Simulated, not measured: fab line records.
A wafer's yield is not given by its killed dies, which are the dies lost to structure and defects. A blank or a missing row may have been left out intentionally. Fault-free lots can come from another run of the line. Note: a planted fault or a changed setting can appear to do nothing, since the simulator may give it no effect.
A lot that was struck, set against a sound lot :: flow nand harc :: 31 steps out of a route of 1159
Sound: these wafers, L485.3, L485.4, L485.6. Struck: wafers L494.3, L494.6 (left out: L494.5, a lot-mate that was not struck); the cause follows at the end.
For every step that has rows: the tool of each side, followed by ch and its chambers, followed by its first start. Under that, the readings that differ: sound wafers :: struck wafers :: difference of the means :: sigmas: that difference in standard deviations of wafers without a fault.
alike: a reading whose means differ by less than 2 such deviations, as well as words and numbers matching on both sides. not compared: withheld readings; readings where some wafer has no value; bounds like >300 that might hide an equal value; numbers whose values overlap and for which the record gives no deviation.
The two part at a step that has a row with sigmas, a row that says differs or no value, or rows on one side only. Non-overlapping numbers with no deviation appear without sigmas and do not part them. A reading that every wafer of one side lacks parts them only if that side has two wafers or more.

first, 9 steps without rows for these wafers: NHARC_A_ZERO_WELL_DEHYDRATE_02 (time 120 s); NHARC_A_ZERO_WELL_HMDS_03 (time 30 s); NHARC_A_ZERO_WELL_COAT_18 (time 65 s); NHARC_A_ZERO_WELL_COAT_04 (resist thk 600 nm); NHARC_A_ZERO_WELL_SOFTBAKE_05 (time 70 s); NHARC_A_ZERO_WELL_EBR_06; NHARC_A_ZERO_WELL_EXPOSE_07 (exposes mask A ZERO); NHARC_A_ZERO_WELL_PEB_08 (peb time 80 s); NHARC_A_ZERO_WELL_DEVELOP_09 (time 50 s).
NHARC_A_ZERO_WELL_CD_MEAS_10: the cd target is 2000 nm.
  sound on cd sem-03 ch 0, day 7 08:10; struck on cd sem-03 ch 0, day 9 21:50
  alike: cd nm
then, 1 step without rows for these wafers: NHARC_A_ZERO_WELL_HARDBAKE_11 (time 65 s).
NHARC_A_ZERO_WELL_DESCUM_12: chemistry O2, time 3 s.
  sound on rie diel-08 ch 1,2,3, day 7 08:20; struck on rie diel-08 ch 0,2, day 9 21:59
  alike: drypump motor current A, mfc ar sccm, oes product au, rf vpp V, showerhead plenum p Torr, throttle valve pct
  not compared: rf hours counter h
NHARC_A_ZERO_WELL_ETCH_19: etches the open film in N2/H2, target depth 80 nm, overetch 24 nm, time 87.88 s.
  sound on rie diel-08 ch 0,3, day 7 08:25; struck on rie diel-08 ch 0, day 9 22:05
reading: mfc ar sccm (sccm)
sound: 0.038 0 0
struck: 0.038 0.038
difference: +0.025
sigmas: +2
  alike: drypump motor current A, oes product au, rf vpp V, showerhead plenum p Torr, throttle valve pct
  not compared: rf hours counter h
NHARC_A_ZERO_WELL_ETCH_13: etches the open film in HBr/Cl2, target depth 120 nm, time 40.1 s.
  sound on rie si-05 ch 0,1,3, day 7 08:34; struck on rie si-01 ch 0,1, day 9 22:14
reading: oes product au (a.u.)
sound: 0.990 1.002 0.997
struck: 1.015 1.011
difference: +0.017
sigmas: +2
  alike: drypump motor current A, throttle valve pct
  not compared: rf hours counter h
then, 4 steps without rows for these wafers: NHARC_A_ZERO_WELL_STRIP_14 (strips in SPM, time 900 s); NHARC_A_ZERO_WELL_IMPLANT_15; NHARC_A_ZERO_WELL_PRECLEAN_22 (cleans in SC1, time 60 s); NHARC_A_ZERO_WELL_SRD_23.
NHARC_A_ZERO_WELL_RTA_16: time 10 s.
  sound on rtp anneal-01 ch 0, day 7 09:31; struck on rtp anneal-02 ch 0, day 9 23:10
reading: lamp_zone_6_pct (%)
sound: 31.59 31.55 31.62
struck: 31.79 31.75
difference: +0.18
sigmas: +2
  alike: lamp power pct, wafer_temp_C_max
NHARC_A_ZERO_WELL_INSPECT_17:
  struck on defect inspect-01, day 9 23:19; sound on defect inspect-02, day 7 09:39
reading: raw defect count
sound: 21 18 6
struck: 947 986
difference: +952
sigmas: +99 or more
then, 3 steps without rows for these wafers: NHARC_A_SOURCE_PLATE_PRECLEAN_00 (cleans in HF-LAST, time 60 s); NHARC_A_SOURCE_PLATE_SRD_01; NHARC_A_SOURCE_PLATE_OXIDE_02 (material SiO2, target thk 10 nm, ox time 1362 s).
NHARC_A_SOURCE_PLATE_THK_MEAS_09: measures by ellipsometry.
  struck on film metro-02, day 10 05:18; sound on film metro-02, day 7 17:02
  alike: thk nm
then, 3 steps without rows for these wafers: NHARC_A_SOURCE_PLATE_PVD_04 (deposits WSi2, target thk 50 nm); NHARC_A_SOURCE_PLATE_CVD_03 (deposits poly-Si, target thk 200 nm, time 4000 s); NHARC_A_SOURCE_PLATE_ANNEAL_05 (time 1800 s).
NHARC_A_SOURCE_PLATE_THK_MEAS_06: measures by ellipsometry.
  struck on film metro-01, day 10 18:22; sound on film metro-01, day 8 06:09
  alike: thk nm
NHARC_A_SOURCE_PLATE_INSPECT_08:
  struck on defect inspect-01, day 10 18:26; sound on defect inspect-02, day 8 06:13
reading: raw defect count
sound: 54 35 57
struck: 978 1047
difference: +964
sigmas: +34
following that, 1 step holds no rows for these wafers, namely NHARC_A_ONON_D1_DEP_00 (target thickness 1000 nm).
-- the record jumps here: 12 days lie between the struck wafers' starts before and after (it left off in module A_ONON_D1 and takes up again in module END, whose first step shown is number 1159 of the route) --
NHARC_END_SORT_01:
  the record has rows for the struck wafers here (prober-02 ch 0, day 22 09:27) and none for the sound ones

WHERE THEY PART
Last at NHARC_END_SORT_01 as far as this record goes, first at NHARC_A_ZERO_WELL_ETCH_19.

WHY: the cause the simulator had injected
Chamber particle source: rie diel-08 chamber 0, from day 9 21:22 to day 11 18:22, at NHARC_A_ZERO_WELL_ETCH_19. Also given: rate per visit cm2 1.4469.
